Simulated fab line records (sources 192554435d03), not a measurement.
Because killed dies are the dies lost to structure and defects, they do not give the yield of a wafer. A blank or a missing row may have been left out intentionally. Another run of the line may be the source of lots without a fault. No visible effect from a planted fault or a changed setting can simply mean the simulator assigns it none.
Chamber matching	flow n5-finfet	N5_STI_FIN_REVEAL_STRIP_24 on rie-diel-01: 4 sister chambers
The step strips in N2/H2, time 90 s. 8 wafers are shown with their chamber, then 7 later ones without.

WAFERS WITH THEIR CHAMBER
wafer	chamber	showerhead-plenum-p-Torr (Torr)	throttle-valve-pct (%)
L074.5	1	3.46	12.4
L083.3	1	3.45	11.8
L084.6	2	3.37	12.7
L085.4	3	3.31	12.0
L085.5	0	3.30	11.8
L085.6	2	3.37	12.7
L087.2	3	3.30	12.0
L087.5	0	3.30	11.8

WAFERS WITH NO CHAMBER GIVEN
wafer	showerhead-plenum-p-Torr (Torr)	throttle-valve-pct (%)
L087.6	3.37	12.7
L091.1	3.29	11.8
L091.3	3.30	12.0
L091.5	3.30	12.0
L092.1	3.44	11.8
L092.2	3.36	12.8
L092.6	3.36	12.8

EACH ONE'S CHAMBER
wafer	from the rows above	in truth
L087.6	2	2
L091.1	can't be placed: 0 or 3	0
L091.3	can't be placed: 0 or 3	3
L091.5	can't be placed: 0 or 3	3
L092.1	1	1
L092.2	2	2
L092.6	2	2
Correct placement for 4 of the 7. These rows do not allow placing 3 (true chamber among the candidates in 3). Number placed wrongly: 0.
How it was worked out, from the rows above alone: a wafer's distance from a chamber is the root of the sum, over the readings, of the square of ((its reading less the chamber's mean) divided by the reading's scatter). The wafer belongs to the nearest chamber; if the next one is less than 2 further off, it can't be placed. A chamber's mean is the mean of its shown wafers. How the scatter is found: for the shown wafers, subtract from each reading the mean of its chamber, square and add these, divide the total by (wafers less chambers), then take the root.
